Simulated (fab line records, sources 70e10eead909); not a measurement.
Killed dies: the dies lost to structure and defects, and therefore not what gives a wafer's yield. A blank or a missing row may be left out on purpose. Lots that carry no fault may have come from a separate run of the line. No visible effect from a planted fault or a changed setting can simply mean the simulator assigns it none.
A struck lot beside a sound one || flow nand_harc || 20 steps out of a route of 1159
Sound: these wafers, L314.4, L314.5, L314.6. Wafers L310.1, L310.3, L310.6 were the ones struck. Last of all comes the cause.
Order at every step that has rows: each side's tool, ch and its chambers, its first start. Under that, the readings that differ: sound wafers || struck wafers || difference of the means || sigmas: that difference in standard deviations of wafers without a fault.
alike: readings with means less than 2 such deviations apart, plus words and numbers identical on both sides. not compared: withheld readings, readings lacking a value on some wafer, bounds such as >300 that could conceal the same value, and numbers that have no deviation in the record and whose values overlap.
The two part at a step that has a row with sigmas, a row that says differs or no value, or rows on one side only. Non-overlapping numbers with no deviation appear without sigmas and do not part them. Lack of a reading on every wafer of one side parts them only where that side has two or more wafers.

NHARC_P_ZERO_WELL_CD_MEAS_11: target cd 500 nm.
  sound on cd_sem-03 ch 0, day 4 07:15; struck on cd_sem-03 ch 0, day 3 07:07
  alike: cd_nm
then, 1 step without rows for these wafers: NHARC_P_ZERO_WELL_HARDBAKE_12 (time 65 s).
NHARC_P_ZERO_WELL_DESCUM_13: chemistry O2, time 3 s.
  sound on rie_diel-10 ch 1,2,3, day 4 07:25; struck on rie_diel-12 ch 0,2, day 3 07:16
  alike: drypump_motor_current_A, oes_product_au, rf_vpp_V, showerhead_plenum_p_Torr, throttle_valve_pct
  not compared: rf_hours_counter_h
NHARC_P_ZERO_WELL_ETCH_65: etches the open film in N2/H2, target depth 80 nm, overetch 24 nm, time 87.88 s.
  sound on rie_diel-10 ch 0,1,3, day 4 07:31; struck on rie_diel-12 ch 1,3, day 3 07:22
  alike: drypump_motor_current_A, n2_flow_sccm, oes_product_au, rf_vpp_V, showerhead_plenum_p_Torr, throttle_valve_pct
  not compared: rf_hours_counter_h
NHARC_P_ZERO_WELL_ETCH_62: etches the open film in CHF3/Ar, target depth 13 nm, time 6.5 s.
  sound on rie_diel-10 ch 1,2,3; struck on rie_diel-12 ch 0,3
  alike: chf3_flow_sccm, drypump_motor_current_A, oes_product_au, rf_vpp_V, showerhead_plenum_p_Torr, throttle_valve_pct
  not compared: rf_hours_counter_h
NHARC_P_ZERO_WELL_ETCH_63: etches the open film in HBr/Cl2, target depth 120 nm, time 40.1 s.
  sound on rie_si-04 ch 0,2,3, day 4 07:41; struck on rie_si-04 ch 1,3, day 3 07:33
  alike: drypump_motor_current_A, he_backside_leak_sccm, oes_product_au, throttle_valve_pct
  not compared: rf_hours_counter_h
then, 6 steps without rows for these wafers: NHARC_P_ZERO_WELL_STRIP_15 (strips in SPM, time 900 s); NHARC_P_ZERO_WELL_DEHYDRATE_16 (time 120 s); NHARC_P_ZERO_WELL_HMDS_17 (time 30 s); NHARC_P_ZERO_WELL_COAT_18; NHARC_P_ZERO_WELL_SOFTBAKE_19 (time 95 s); NHARC_P_ZERO_WELL_EBR_20.
NHARC_P_ZERO_WELL_EXPOSE_21: exposes mask P NWELL, target cd 720 nm.
  sound on krf_scanner-03 ch 0, day 4 08:28; struck on krf_scanner-03 ch 0, day 3 08:11
{"reading": "mask", "sound": "P_NWELL#0 P_NWELL#0 P_NWELL#0", "struck": "P_NWELL_R1#0 P_NWELL_R1#0 P_NWELL_R1#0", "difference": "differs", "sigmas": ""}
then, 2 steps without rows for these wafers: NHARC_P_ZERO_WELL_PEB_22 (peb time 85 s); NHARC_P_ZERO_WELL_DEVELOP_23 (time 70 s).
NHARC_P_ZERO_WELL_CD_MEAS_24: target cd 720 nm.
  sound on cd_sem-03 ch 0, day 4 08:37; struck on cd_sem-03 ch 0, day 3 08:21
{"reading": "cd_nm (nm)", "sound": "722.5 718.5 721.3", "struck": "636.8 636.5 640.9", "difference": -82.7, "sigmas": -36}
then, 1 step without rows for these wafers: NHARC_P_ZERO_WELL_HARDBAKE_25 (time 80 s).
NHARC_P_ZERO_WELL_DESCUM_26: chemistry O2, time 3 s.
  sound on rie_diel-05 ch 0,2,3, day 4 08:47; struck on rie_diel-05 ch 0,1, day 3 08:31
{"reading": "model.P_ZERO_WELL.cd_nm (nm)", "sound": "723 718.4 721.8", "struck": "637.3 635.6 641.4", "difference": -83.0, "sigmas": ""}
  alike: drypump_motor_current_A, oes_product_au, rf_vpp_V, showerhead_plenum_p_Torr, throttle_valve_pct
  not compared: rf_hours_counter_h
after that, 1 step had no rows for these wafers: NHARC_P_ZERO_WELL_IMPLANT_27.
-- record jumps: 18 days between struck wafers' starts before vs after; left off in module P_ZERO_WELL, resumes in module END, first step shown is number 1159 of the route --
NHARC_END_SORT_01:
  at this point the record logs the struck wafers (prober-02 ch 0, day 21 03:55) and has no rows for the sound ones

== WHERE THEY PART ==
At NHARC_P_ZERO_WELL_EXPOSE_21 first; at NHARC_END_SORT_01 last (within this record only).

WHY: what the simulator had put in
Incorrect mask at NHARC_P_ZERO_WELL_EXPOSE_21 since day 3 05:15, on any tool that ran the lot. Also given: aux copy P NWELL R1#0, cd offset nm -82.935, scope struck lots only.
